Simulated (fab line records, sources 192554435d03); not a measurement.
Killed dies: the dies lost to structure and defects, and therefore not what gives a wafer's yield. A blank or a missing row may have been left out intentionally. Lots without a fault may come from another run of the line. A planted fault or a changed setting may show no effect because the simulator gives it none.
fab line records -- flow n5Finfet
record: lots: 7, wafers: 21
route steps=1938 shown DUMMY_GATE@228 SD_EPI_N@288 SD_EPI_P@295 SD_ACTIVATION@330 SDB@369 DUMMY_REMOVAL@377 HKMG_FIN@424
startH: hours from the record's opening day to when the first of the lot's shown wafers began -- waitH: time in hours since the lot's previous step -- " identical to the entry in the row above -- L1.1+2: several wafers, shown together as one row -- - no value, or no start was given -- * or withheld: withheld -- < > ~ a bound
route shown NAME@n: a module of which the file shows steps, and the number in the route of the first -- usual: mean/standard deviation of fault-free wafers -- same: alike in all rows -- chamber/n: place in a boat -- sites: each site's reading -- _std_site: the values' standard deviation -- _edge_site: inner sites' mean taken away from outer sites' mean -- radiusMm: how far each site lies from the wafer's centre -- mask NAME#n: copy n -- behind: the most recent tool/chamber to have shaped the wafer -- hold: reason for holding the lot/hours on hold/outcome of the hold -- device: the transistor (n, p or np) that didn't switch -- end of line: tests run on the same wafers once the route is complete -- for a step that has no rows: nothing shown but its recipe -- killed: dies that structure and defects cost at the first sort, which is not the same as the wafer's yield -- map: dies across one wafer; x = killed, . = not, _ = none there
set.NAME: the run value of the setting; set.NAME@STEP: its run value at that earlier step -- model.NAME: the simulator's own value behind a step, which no gauge read
lots run with intentionally changed settings; tables by step, rows by wafer
== steps ==
step: N5_DUMMY_GATE_EXPOSE_12
recipe: maskId: GATE, na: 0.33, sourceShape: annular, sigmaInner: 0.2, sigmaOuter: 0.6, polarization: unpolarized, targetCdNm: 25, doseMj: 34
lot.wafer,tool,chamber,startH,waitH,mask,set.doseMj
L075.3+4+5,euvScanner-02,0,51.10,-,GATE#0,34
L077.1+3,euvScanner-02,0,63.39,-,GATE#0,34
L077.6,euvScanner-02,0,63.39,-,GATE#0,35.05
L084.2+5+6,euvScanner-02,0,107.75,-,GATE#0,34
L086.1,euvScanner-02,0,118.64,-,GATE#0,34
L086.4+6,euvScanner-02,0,118.64,-,GATE#0,31.72
L087.3+6,euvScanner-02,0,124.27,-,GATE#0,32.56
L087.4,euvScanner-02,0,124.27,-,GATE#0,34
L091.1+3+4,euvScanner-01,0,149.46,-,GATE#0,34
L097.4,euvScanner-01,0,185.22,-,GATE#0,32.56
L097.5+6,euvScanner-01,0,185.22,-,GATE#0,34
step: N5_DUMMY_GATE_PEB_13
recipe: pebTempC: 100, pebTimeS: 60, resist: CAR-EUV
step: N5_DUMMY_GATE_DEVELOP_14
recipe: developTimeS: 30, developer: TMAH, resist: CAR-EUV, rinseLiquid: surfactantRinse, dry: airSpin, devTempC: 23
step: N5_DUMMY_GATE_CD_MEAS_15
recipe: targetCdNm: 25.8, landingEnergyEv: 500, detector: seInlens
usual: cdNm: 25.01/0.21
lot.wafer,tool,chamber,startH,waitH,set.doseMj@DUMMY_GATE_EXPOSE_12,cdNm
L075.3,cdSem-02,0,51.23,-,34,25.31
L075.4,cdSem-02,0,51.23,-,34,25.15
L075.5,cdSem-02,0,51.23,-,34,24.76
L077.1,cdSem-02,0,63.51,-,34,24.71
L077.3,cdSem-02,0,63.51,-,34,25.15
L077.6,cdSem-02,0,63.51,-,35.05,24.62
L084.2,cdSem-02,0,107.87,-,34,25.15
L084.5,cdSem-02,0,107.87,-,34,25.15
L084.6,cdSem-02,0,107.87,-,34,24.96
L086.1,cdSem-02,0,118.76,-,34,25.04
L086.4,cdSem-02,0,118.76,-,31.72,26.24
L086.6,cdSem-02,0,118.76,-,31.72,26.48
L087.3,cdSem-02,0,124.39,-,32.56,25.67
L087.4,cdSem-02,0,124.39,-,34,25.22
L087.6,cdSem-02,0,124.39,-,32.56,26.27
L091.1,cdSem-01,0,149.59,-,34,25.26
L091.3,cdSem-01,0,149.59,-,34,25.12
L091.4,cdSem-01,0,149.59,-,34,25.35
L097.4,cdSem-03,0,185.34,-,32.56,25.66
L097.5,cdSem-03,0,185.34,-,34,25.04
L097.6,cdSem-03,0,185.34,-,34,25.28
step: N5_DUMMY_GATE_ETCH_29
recipe: chemistry: N2/H2, target: underlayer, targetDepthA: 130, ionEnergyEv: 200, pressureMtorr: 30, sourceW: 840, biasW: 150, n2FlowSccm: 200, h2FlowSccm: 200
step: N5_DUMMY_GATE_ETCH_36
recipe: chemistry: CF4, target: SiARC, targetDepthA: 130, pressureMtorr: 40, sourceW: 545, biasW: 36, Ar_flow_sccm: 100, cf4FlowSccm: 100, ionEnergyEv: 80
step: N5_DUMMY_GATE_ETCH_37
recipe: chemistry: N2/H2, target: SOC, targetDepthA: 600, overetchA: 300, tempC: 40, ionEnergyEv: 200, pressureMtorr: 30, sourceW: 840, biasW: 150, n2FlowSccm: 200, h2FlowSccm: 200
lot.wafer,tool,chamber,startH,waitH,set.spinRpm@DUMMY_GATE_COAT_35,model.SiARC_of_DUMMY_GATE_COAT_35.thkNm
L075.3,rieDiel-06,3,51.54,0.0,1500,5.2
L075.4,rieDiel-06,2,51.54,0.0,1500,5
L075.5,rieDiel-06,0,51.54,0.0,1347,5.6
L077.1,rieDiel-05,3,63.86,0.0,1555,5
L077.3+6,rieDiel-05,0,63.86,0.0,1555,4.8
L084.2+5+6,rieDiel-05,"2,2,1",108.20,0.0,1500,5
L086.1+6,rieDiel-05,0,119.05,0.0,1500,5
L086.4,rieDiel-05,3,119.05,0.0,1360,5.6
L087.3+4+6,rieDiel-02,"3,0,0",124.73,0.0,1500,5
L091.1+3+4,rieDiel-06,"0,1,3",149.88,0.0,1500,5
L097.4,rieDiel-06,1,185.90,0.0,1500,5.2
L097.5,rieDiel-06,0,185.90,0.0,1500,5
L097.6,rieDiel-06,1,185.90,0.0,1601,4.8
step: N5_DUMMY_GATE_STRIP_38
recipe: chemistry: N2/H2, tempC: 40, n2FlowSccm: 200, h2FlowSccm: 200, rfFrequencyHz: 6e+07
step: N5_DUMMY_GATE_STRIP_39
recipe: chemistry: N2/H2, tempC: 40, n2FlowSccm: 200, h2FlowSccm: 200, rfFrequencyHz: 6e+07
step: N5_DUMMY_GATE_TRIM_49
recipe: chemistry: O2, resist: SOC, timeS: 29, targetCdNm: 14, sourcePowerW: 300, biasPowerW: 0, O2_flow_sccm: 100, tempC: 20
lot.wafer,tool,chamber,startH,waitH,set.doseMj@DUMMY_GATE_EXPOSE_12,model.DUMMY_GATE.cdNm
L075.3+4+5,rieSi-05,"3,1,3",51.62,0.0,34,14
L077.1,rieSi-03,1,63.94,0.0,34,13.8
L077.3,rieSi-03,2,63.94,0.0,34,14
L077.6,rieSi-03,1,63.94,0.0,35.05,13.6
L084.2+6,rieSi-03,"3,1",108.28,0.0,34,14
L084.5,rieSi-03,2,108.28,0.0,34,13.8
L086.1,rieSi-05,3,119.13,0.0,34,13.8
L086.4,rieSi-05,2,119.13,0.0,31.72,15.4
L086.6,rieSi-05,0,119.13,0.0,31.72,15.2
L087.3,rieSi-03,0,124.81,0.0,32.56,15.2
L087.4,rieSi-03,3,124.81,0.0,34,14.2
L087.6,rieSi-03,1,124.81,0.0,32.56,15
L091.1+4,rieSi-03,"1,2",149.96,0.0,34,14
L091.3,rieSi-03,0,149.96,0.0,34,14.4
L097.4,rieSi-05,3,185.98,0.0,32.56,14.8
L097.5+6,rieSi-05,"0,1",185.98,0.0,34,14
step: N5_DUMMY_GATE_STRIP_40
recipe: chemistry: CF4, resist: SiARC, powerW: 300, biasPowerW: 75, pressureMtorr: 50, cf4FlowSccm: 150, rfFrequencyHz: 6e+07
step: N5_DUMMY_GATE_ETCH_32
recipe: chemistry: CF4, target: SiO2, targetDepthA: 35, timeS: 3.9, ionEnergyEv: 350, pressureMtorr: 10, icpW: 800, biasW: 400, cf4FlowSccm: 80
step: N5_DUMMY_GATE_ETCH_23
recipe: chemistry: HBr/Cl2/O2, HBr_flow_sccm: 150, Cl2_flow_sccm: 80, O2_flow_sccm: 12, biasW: 102, targetDepthA: 410, timeS: 22.3, target: poly-Si, maskMaterial: SiO2, pressureMtorr: 10, icpW: 800
step: N5_DUMMY_GATE_ETCH_44
recipe: chemistry: HBr/O2, overEtchFrac: 0.7, targetDepthA: 1275, stopOn: SiO2, ionEnergyEv: 60, biasW: 20, target: poly-Si, maskMaterial: SiO2, pressureMtorr: 20, icpW: 400, HBr_flow_sccm: 120, O2_flow_sccm: 10
lot.wafer,tool,chamber,startH,waitH,set.doseMj@DUMMY_GATE_EXPOSE_12,model.DUMMY_GATE.cdNm
L075.3+5,rieSi-02,1,52.15,0.0,34,15.2
L075.4,rieSi-02,2,52.15,0.0,34,15
L077.1,rieSi-03,3,64.60,0.0,34,15
L077.3,rieSi-03,2,64.60,0.0,34,14.8
L077.6,rieSi-03,3,64.60,0.0,35.05,14.6
L084.2+5,rieSi-05,"1,2",108.81,0.0,34,14.8
L084.6,rieSi-05,3,108.81,0.0,34,15.4
L086.1,rieSi-03,3,119.66,0.0,34,15
L086.4,rieSi-03,0,119.66,0.0,31.72,16.4
L086.6,rieSi-03,1,119.66,0.0,31.72,16.2
L087.3+6,rieSi-02,"3,0",125.49,0.0,32.56,16.2
L087.4,rieSi-02,1,125.49,0.0,34,15.4
L091.1,rieSi-05,3,150.50,0.0,34,15.2
L091.3,rieSi-05,0,150.50,0.0,34,15.4
L091.4,rieSi-05,2,150.50,0.0,34,15
L097.4,rieSi-02,2,186.63,0.0,32.56,15.6
L097.5,rieSi-02,0,186.63,0.0,34,15
L097.6,rieSi-02,1,186.63,0.0,34,15.2
step: N5_DUMMY_GATE_CD_MEAS_24
recipe: targetCdNm: 15
usual: cdNm: 15.07/0.28
lot.wafer,tool,chamber,startH,waitH,set.doseMj@DUMMY_GATE_EXPOSE_12,cdNm
L075.3,cdSem-01,-,52.27,0.1,34,15.00
L075.4,cdSem-01,-,52.27,0.1,34,15.32
L075.5,cdSem-01,-,52.27,0.1,34,15.27
L077.1,cdSem-02,-,64.71,0.1,34,15.06
L077.3,cdSem-02,-,64.71,0.1,34,14.87
L077.6,cdSem-02,-,64.71,0.1,35.05,14.43
L084.2,cdSem-02,-,108.92,0.1,34,14.80
L084.5,cdSem-02,-,108.92,0.1,34,14.73
L084.6,cdSem-02,-,108.92,0.1,34,15.14
L086.1,cdSem-02,-,119.77,0.1,34,14.95
L086.4,cdSem-02,-,119.77,0.1,31.72,16.64
L086.6,cdSem-02,-,119.77,0.1,31.72,16.19
L087.3,cdSem-01,-,125.61,0.1,32.56,16.24
L087.4,cdSem-01,-,125.61,0.1,34,15.67
L087.6,cdSem-01,-,125.61,0.1,32.56,15.98
L091.1,cdSem-01,-,150.61,0.1,34,15.26
L091.3,cdSem-01,-,150.61,0.1,34,15.44
L091.4,cdSem-01,-,150.61,0.1,34,14.94
L097.4,cdSem-02,-,186.76,0.1,32.56,15.58
L097.5,cdSem-02,-,186.76,0.1,34,15.08
L097.6,cdSem-02,-,186.76,0.1,34,15.11
step: N5_SD_EPI_N_EPI_21
recipe: material: Si:P, dopant: P, tempC: 680, pressureTorr: 255, timeS: 690
lot.wafer,tool,chamber,startH,waitH,set.timeS,model.Si-P_of_SD_EPI_N_EPI_21.thkNm
L075.3,epiRpcvd-02,0,55.96,0.7,690,60.4
L075.4,epiRpcvd-02,0,55.96,0.7,789.5,66.6
L075.5,epiRpcvd-02,0,55.96,0.7,789.5,66.2
L077.1+3,epiRpcvd-04,0,67.79,0.1,690,59.6
L077.6,epiRpcvd-04,0,69.19,1.4,690,60.2
L084.2,epiRpcvd-02,0,112.68,0.4,690,58.2
L084.5,epiRpcvd-02,0,112.68,0.4,690,58.8
L084.6,epiRpcvd-02,0,112.68,0.4,690,58.6
L086.1,epiRpcvd-01,0,123.28,0.1,648.6,56.6
L086.4,epiRpcvd-01,0,123.28,0.1,648.6,56
L086.6,epiRpcvd-01,0,123.28,0.1,690,58.6
L087.3,epiRpcvd-01,0,131.19,0.7,690,60
L087.4,epiRpcvd-01,0,131.19,0.7,690,60.2
L087.6,epiRpcvd-01,0,131.19,0.7,690,59.8
L091.1+4,epiRpcvd-01,0,153.77,0.1,690,58.8
L091.3,epiRpcvd-01,0,153.77,0.1,690,59
L097.4,epiRpcvd-02,0,191.38,0.9,690,59.6
L097.5,epiRpcvd-02,0,191.38,0.9,690,59.2
L097.6,epiRpcvd-02,0,191.38,0.9,822.2,66.2
step: N5_SD_EPI_N_EPI_MEAS_23
recipe: mode: xrd
usual: thkNm: 59.0/1.2
lot.wafer,tool,chamber,startH,waitH,set.timeS@SD_EPI_N_EPI_21,thkNm
L075.3,filmMetro-02,-,57.14,0.9,690,61.1
L075.4,filmMetro-02,-,57.14,0.9,789.5,66.6
L075.5,filmMetro-02,-,57.14,0.9,789.5,66.8
L077.1,filmMetro-02,-,69.51,1.4,690,60.2
L077.3,filmMetro-02,-,69.51,1.4,690,60.6
L077.6,filmMetro-02,-,69.51,1.4,690,61.1
L084.2,filmMetro-02,-,114.12,1.2,690,57.7
L084.5,filmMetro-02,-,114.12,1.2,690,58.4
L084.6,filmMetro-02,-,114.12,1.2,690,58.3
L086.1,filmMetro-02,-,125.00,1.4,648.6,56.3
L086.4,filmMetro-02,-,125.00,1.4,648.6,56.1
L086.6,filmMetro-02,-,125.00,1.4,690,59.8
L087.3,filmMetro-01,-,132.35,0.9,690,59.2
L087.4,filmMetro-01,-,132.35,0.9,690,60.4
L087.6,filmMetro-01,-,132.35,0.9,690,58.3
L091.1,filmMetro-02,-,155.48,1.4,690,59.8
L091.3,filmMetro-02,-,155.48,1.4,690,61.0
L091.4,filmMetro-02,-,155.48,1.4,690,60.5
L097.4,filmMetro-02,-,192.26,0.6,690,60.4
L097.5,filmMetro-02,-,192.26,0.6,690,59.6
L097.6,filmMetro-02,-,192.26,0.6,822.2,66.4
step: N5_SD_EPI_P_COAT_34
recipe: resist: SOC, tempC: 250, timeS: 60, spinRpm: 1500, resistThkNm: 350
lot.wafer,tool,chamber,startH,waitH,set.tempC
L075.3+4,lithoTrack-02,0,57.81,0.0,254.6
L075.5,lithoTrack-02,0,57.81,0.0,250
L077.1+3+6,lithoTrack-02,0,70.22,0.0,250
L084.2+5+6,lithoTrack-02,0,114.78,0.0,250
L086.1+4+6,lithoTrack-02,0,125.59,0.0,250
L087.3+6,lithoTrack-05,0,132.94,0.0,242.2
L087.4,lithoTrack-05,0,132.94,0.0,250
L091.1,lithoTrack-02,0,156.17,0.0,250
L091.3+4,lithoTrack-02,0,156.17,0.0,243.7
L097.4+5+6,lithoTrack-04,0,192.99,0.0,258.8
step: N5_SD_EPI_P_COAT_35
recipe: resist: SiARC, tempC: 220, timeS: 60, spinRpm: 1500, resistThkNm: 35
step: N5_SD_EPI_P_COAT_03
recipe: resist: CAR-ArF-block, spinRpm: 1500, resistThkNm: 150
step: N5_SD_EPI_P_EPI_21
recipe: material: SiGe:B, dopant: B, tempC: 550, pressureTorr: 20, ambient: H2, timeS: 355
step: N5_SD_EPI_P_HM_STRIP_48
recipe: chemistry: H3PO4, tempC: 160, material: SiNx, target: SiNx, targetDepthA: 30, overetchFraction: 0.3
lot.wafer,tool,chamber,startH,waitH,set.timeS@SD_EPI_N_EPI_21,model.Si-P_of_SD_EPI_N_EPI_21.thkNm
L075.3,wetBench-04,1,61.86,0.0,690,59.8
L075.4,wetBench-04,3,61.86,0.0,789.5,65.8
L075.5,wetBench-04,7,61.86,0.0,789.5,65.6
L077.1,wetBench-04,7,74.15,0.0,690,59
L077.3,wetBench-04,0,74.15,0.0,690,58.8
L077.6,wetBench-04,1,74.15,0.0,690,59.6
L084.2,wetBench-04,6,118.84,0.0,690,57.6
L084.5,wetBench-04,0,118.84,0.0,690,58.2
L084.6,wetBench-04,7,118.84,0.0,690,58
L086.1,wetBench-04,7,129.64,0.0,648.6,56
L086.4,wetBench-04,6,129.64,0.0,648.6,55.4
L086.6,wetBench-04,0,129.64,0.0,690,58
L087.3+4,wetBench-01,"6,0",137.00,0.0,690,59.4
L087.6,wetBench-01,2,137.00,0.0,690,59.2
L091.1+3,wetBench-05,"4,0",160.23,0.0,690,58.2
L091.4,wetBench-05,7,160.23,0.0,690,58
L097.4,wetBench-05,0,197.02,0.0,690,59
L097.5,wetBench-05,7,197.02,0.0,690,58.6
L097.6,wetBench-05,2,197.02,0.0,822.2,65.4
step: N5_SD_EPI_P_SRD_49
recipe: dry: ipaMarangoni, timeS: 30, tempC: 23, rinseLiquid: diw
step: N5_SD_EPI_P_PRECLEAN_24
recipe: chemistry: O3/DIW, timeS: 45, tempC: 22, o3Ppm: 10
step: N5_SD_ACTIVATION_RTA_00
recipe: tempC: 975, timeS: 0, ambient: N2, idleTempC: 600, rampUpCPerS: 150, rampDownCPerS: 60, coolToC: 600
step: N5_SD_ACTIVATION_LSA_01
recipe: tempC: 1080, timeS: 0.0008, ambient: N2
step: N5_SD_ACTIVATION_RS_MEAS_03
recipe: thkMeasGauge: four-point-probe
usual: RS_SD_N: 21.86/0.28, RS_SD_P: 56.0/0.84
lot.wafer,tool,chamber,startH,waitH,set.timeS@SD_EPI_N_EPI_21,RS_SD_N[ohm/sq],RS_SD_P[ohm/sq]
L075.3,filmMetro-01,-,62.52,0.2,690,21.65,55.6
L075.4,filmMetro-01,-,62.52,0.2,789.5,19.47,55.9
L075.5,filmMetro-01,-,62.52,0.2,789.5,19.64,55.1
L077.1,filmMetro-02,-,74.72,0.2,690,21.66,55.6
L077.3,filmMetro-02,-,74.72,0.2,690,21.85,55.9
L077.6,filmMetro-02,-,74.72,0.2,690,21.45,55.0
L084.2,filmMetro-02,-,119.44,0.2,690,22.26,54.6
L084.5,filmMetro-02,-,119.44,0.2,690,21.88,56.2
L084.6,filmMetro-02,-,119.44,0.2,690,22.22,54.7
L086.1,filmMetro-01,-,130.21,0.2,648.6,22.66,54.2
L086.4,filmMetro-01,-,130.21,0.2,648.6,22.96,54.9
L086.6,filmMetro-01,-,130.21,0.2,690,21.91,53.8
L087.3,filmMetro-01,-,137.61,0.2,690,21.52,55.9
L087.4,filmMetro-01,-,137.61,0.2,690,21.41,54.8
L087.6,filmMetro-01,-,137.61,0.2,690,21.64,56.4
L091.1,filmMetro-01,-,160.80,0.2,690,21.84,55.7
L091.3,filmMetro-01,-,160.80,0.2,690,21.91,55.4
L091.4,filmMetro-01,-,160.80,0.2,690,21.85,55.6
L097.4,filmMetro-01,-,197.66,0.1,690,21.32,58.1
L097.5,filmMetro-01,-,197.66,0.1,690,21.86,57.0
L097.6,filmMetro-01,-,197.66,0.1,822.2,19.54,56.2
step: N5_SDB_CUT_ETCH_26
recipe: chemistry: HBr/Cl2/O2, target: Si, targetDepthA: 1296, btTimeS: 20, maskMaterial: SiNx, timeS: 51.8, ionEnergyEv: *, biasW: *, pressureMtorr: 10, icpW: 800, HBr_flow_sccm: 150, Cl2_flow_sccm: 80, O2_flow_sccm: 12
lot.wafer,tool,chamber,startH,waitH,set.biasW,model.SDB.featureDepthNm,model.etch.depthNm,model.SiNx_of_SDB_HM_DEP_00.thkNm
L075.3,rieSi-04,3,70.55,0.1,*,132.8,132.8,21
L075.4,rieSi-04,2,70.55,0.1,*,130.8,130.9,23
L075.5,rieSi-04,0,70.55,0.1,*,134,133.9,20.8
L077.1,rieSi-04,2,82.49,0.1,*,129.6,129.5,21.2
L077.3,rieSi-04,0,82.49,0.1,*,125.8,125.8,23
L077.6,rieSi-04,1,82.49,0.1,*,128.8,128.9,22.2
L084.2,rieSi-06,2,131.09,0.1,*,130.2,130.1,22
L084.5,rieSi-06,0,131.09,0.1,*,128.6,128.6,23.2
L084.6,rieSi-06,3,131.09,0.1,*,130.2,130.1,22.2
L086.1,rieSi-01,3,137.86,0.1,*,134.2,134.2,20.8
L086.4,rieSi-01,1,137.86,0.1,*,129.6,129.7,22.4
L086.6,rieSi-01,0,137.86,0.1,*,132.8,132.8,21.4
L087.3,rieSi-04,1,145.33,0.1,*,133,132.9,21
L087.4,rieSi-04,0,145.33,0.1,*,130.6,130.7,22
L087.6,rieSi-04,3,145.33,0.1,*,129.2,129.2,22.4
L091.1,rieSi-06,0,168.93,0.1,*,123.2,123.2,23.8
L091.3,rieSi-06,1,168.93,0.1,*,130,130,21.4
L091.4,rieSi-06,3,168.93,0.1,*,130,130,21.6
L097.4,rieSi-04,1,206.51,0.0,*,130.8,130.8,22.4
L097.5,rieSi-04,0,206.51,0.0,*,134.6,134.5,20.2
L097.6,rieSi-04,1,206.51,0.0,*,129.8,129.8,22.2
step: N5_SDB_PRECLEAN_38
recipe: chemistry: dHF, timeS: 10, dilution: 750:1, tempC: 25
lot.wafer,tool,chamber,startH,waitH,set.biasW@SDB_CUT_ETCH_26,model.SiNx_of_SDB_HM_DEP_00.thkNm
L075.3,wetBench-02,5,70.66,0.1,*,21
L075.4,wetBench-02,4,70.66,0.1,*,23
L075.5,wetBench-02,7,70.66,0.1,*,20.8
L077.1,wetBench-02,6,82.61,0.1,*,21.2
L077.3,wetBench-02,3,82.61,0.1,*,23
L077.6,wetBench-02,0,82.61,0.1,*,22.2
L084.2,wetBench-03,6,131.21,0.1,*,21.8
L084.5,wetBench-03,1,131.21,0.1,*,23
L084.6,wetBench-03,3,131.21,0.1,*,22.2
L086.1,wetBench-06,1,137.98,0.1,*,20.8
L086.4,wetBench-06,3,137.98,0.1,*,22.2
L086.6,wetBench-06,2,137.98,0.1,*,21.4
L087.3,wetBench-02,1,145.45,0.1,*,21
L087.4,wetBench-02,6,145.45,0.1,*,22
L087.6,wetBench-02,7,145.45,0.1,*,22.2
L091.1,wetBench-03,7,169.05,0.1,*,23.8
L091.3,wetBench-03,6,169.05,0.1,*,21.2
L091.4,wetBench-03,1,169.05,0.1,*,21.4
L097.4,wetBench-03,1,206.62,0.1,*,22.4
L097.5,wetBench-03,7,206.62,0.1,*,20.2
L097.6,wetBench-03,0,206.62,0.1,*,22.2
step: N5_SDB_ALD_29
recipe: material: SiNx, targetThkA: 300, tempC: 400, aldPrecursorFamily: SiH2I2, aldCoReactant: N2/H2-plasma, pulseTimeS: 1, aldCycles: 600, purgeTimeS: 2, coReactantPurgeTimeS: 2, pressureTorr: 2
lot.wafer,tool,chamber,startH,waitH,set.aldCycles,model.SiNx_of_SDB_ALD_29.thkNm
L075.3+4,aldSin-02,"3,0",70.73,0.0,600,30
L075.5,aldSin-02,1,72.08,1.4,600,30.2
L077.1+6,aldSin-04,"0,1",82.68,0.0,551,27.6
L077.3,aldSin-04,2,82.68,0.0,600,30
L084.2+6,aldSin-01,1,131.27,0.0,600,30.2
L084.5,aldSin-01,0,132.63,1.4,600,29.8
L086.1,aldSin-02,3,138.05,0.0,600,29.8
L086.4+6,aldSin-02,"1,2",138.05,0.0,655,32.8
L087.3+4+6,aldSin-02,"3,1,3",145.55,0.0,600,30
L091.1,aldSin-01,3,169.11,0.0,600,30
L091.3+4,aldSin-01,"2,0",169.11,0.0,531,26.6
L097.4,aldSin-01,3,206.69,0.0,600,30
L097.5+6,aldSin-01,"0,1",208.04,1.4,600,29.8
step: N5_SDB_CMP_30
recipe: stopOn: poly-Si, tOverpolishS: 1.54, postCmpClean: alkalineBrush, downForcePsi: 4.1491, platenRpm: 51.796, padVelocityMS: 1.0306, targetThkNm: 30
step: N5_DUMMY_REMOVAL_HM_STRIP_01
recipe: chemistry: CH3F/O2, material: SiNx, targetDepthA: 40, stopOn: poly-Si, timeS: 6.8, overEtchFrac: 0.3, ionEnergyEv: 60, powerW: 410, biasW: 29, Ar_flow_sccm: 150, CH3F_flow_sccm: 30, O2_flow_sccm: 20
lot.wafer,tool,chamber,startH,waitH,set.biasW@SDB_CUT_ETCH_26,model.SiNx_of_SDB_ALD_29.thkNm
L075.3,rieDiel-05,0,74.04,0.0,*,29.4
L075.4,rieDiel-05,3,74.04,0.0,*,29.4
L075.5,rieDiel-05,3,74.04,0.0,*,29.6
L077.1+6,rieDiel-02,"2,1",85.76,0.0,*,27
L077.3,rieDiel-02,0,85.76,0.0,*,29.4
L084.2,rieDiel-02,2,134.36,0.0,*,29.6
L084.5,rieDiel-02,1,134.36,0.0,*,29.2
L084.6,rieDiel-02,0,134.36,0.0,*,29.4
L086.1+6,rieDiel-02,3,141.14,0.0,*,29.2
L086.4,rieDiel-02,0,141.14,0.0,*,27.4
L087.3+4+6,rieDiel-06,"3,0,3",149.01,0.4,*,29.4
L091.1,rieDiel-02,2,172.21,0.0,*,29.4
L091.3+4,rieDiel-02,"1,2",172.21,0.0,*,26
L097.4,rieDiel-05,2,210.04,0.3,*,29.4
L097.5,rieDiel-05,2,210.04,0.3,*,29.2
L097.6,rieDiel-05,1,210.04,0.3,*,29.2
step: N5_HKMG_FIN_COAT_06
recipe: resist: CAR-ArF, spinRpm: 1500, resistThkNm: 90
lot.wafer,tool,chamber,startH,waitH,set.spinRpm,model.CAR-ArF_of_HKMG_FIN_COAT_06.thkNm
L075.3+5,lithoTrack-02,0,-,-,1434,92.4
L075.4,lithoTrack-02,0,-,-,1500,90.4
L077.1,lithoTrack-02,0,-,-,1500,90.4
L077.3,lithoTrack-02,0,-,-,1500,90.6
L077.6,lithoTrack-02,0,-,-,1500,90.2
L084.2+6,lithoTrack-04,0,-,-,1500,90
L084.5,lithoTrack-04,0,-,-,1500,89.8
L086.1+6,lithoTrack-04,0,-,-,1500,90
L086.4,lithoTrack-04,0,-,-,1500,89.6
L087.3,lithoTrack-01,0,-,-,1422,92.4
L087.4+6,lithoTrack-01,0,-,-,1500,89.8
L091.1+3,lithoTrack-01,0,-,-,1662,85.8
L091.4,lithoTrack-01,0,-,-,1500,90.4
L097.4,lithoTrack-02,0,-,-,1500,90
L097.5,lithoTrack-02,0,-,-,1452,91.4
L097.6,lithoTrack-02,0,-,-,1452,91.8
== key ==
split: step: N5_DUMMY_GATE_EXPOSE_12, setting: doseMj, stated: 34, by: wafer
response: step: N5_DUMMY_GATE_CD_MEAS_15, reading: cdNm, change: -0.167, per: 1%, r: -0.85
response: step: N5_DUMMY_GATE_TRIM_49, reading: model.DUMMY_GATE.cdNm, change: -0.201, per: 1%, r: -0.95
response: step: N5_DUMMY_GATE_ETCH_44, reading: model.DUMMY_GATE.cdNm, change: -0.168, per: 1%, r: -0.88
response: step: N5_DUMMY_GATE_CD_MEAS_24, reading: cdNm, change: -0.17, per: 1%, r: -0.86
split: step: N5_SD_EPI_N_EPI_21, setting: timeS, stated: 690, by: wafer
response: step: N5_SD_EPI_N_EPI_21, reading: model.Si-P_of_SD_EPI_N_EPI_21.thkNm, change: +0.377, per: 1%, r: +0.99
response: step: N5_SD_EPI_N_EPI_MEAS_23, reading: thkNm, change: *, per: 1%, r: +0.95
response: step: N5_SD_EPI_P_HM_STRIP_48, reading: model.Si-P_of_SD_EPI_N_EPI_21.thkNm, change: +0.369, per: 1%, r: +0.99
response: step: N5_SD_ACTIVATION_RS_MEAS_03, reading: RS_SD_N, change: -0.123, per: 1%, r: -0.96
split: step: N5_SD_EPI_P_COAT_34, setting: tempC, stated: 250, by: wafer
response none clear
split: step: N5_SDB_CUT_ETCH_26, setting: biasW, stated: *, by: wafer
response: step: N5_SDB_CUT_ETCH_26, reading: model.SDB.featureDepthNm, change: +0.32, per: 1%, r: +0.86
response: step: N5_SDB_CUT_ETCH_26, reading: model.etch.depthNm, change: +0.316, per: 1%, r: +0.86
response: step: N5_SDB_CUT_ETCH_26, reading: model.SiNx_of_SDB_HM_DEP_00.thkNm, change: -0.143, per: 1%, r: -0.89
response: step: N5_SDB_PRECLEAN_38, reading: model.SiNx_of_SDB_HM_DEP_00.thkNm, change: -0.146, per: 1%, r: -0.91
response: step: N5_DUMMY_REMOVAL_HM_STRIP_01, reading: model.SiNx_of_SDB_ALD_29.thkNm, shape: bent, atLowest: 29.4, atStated: 28.41, atHighest: 29.2
split: step: N5_SDB_ALD_29, setting: aldCycles, stated: 600, by: wafer
response: step: N5_SDB_ALD_29, reading: model.SiNx_of_SDB_ALD_29.thkNm, change: +0.305, per: 1%, r: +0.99
split: step: N5_HKMG_FIN_COAT_06, setting: spinRpm, stated: 1500, by: wafer
response: step: N5_HKMG_FIN_COAT_06, reading: model.CAR-ArF_of_HKMG_FIN_COAT_06.thkNm, change: -0.445, per: 1%, r: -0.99
split outsideThisFile step=N5_DUMMY_GATE_COAT_35 setting=spinRpm
split outsideThisFile: this setting was split too, and the file shows its column; the key of that split is in another file
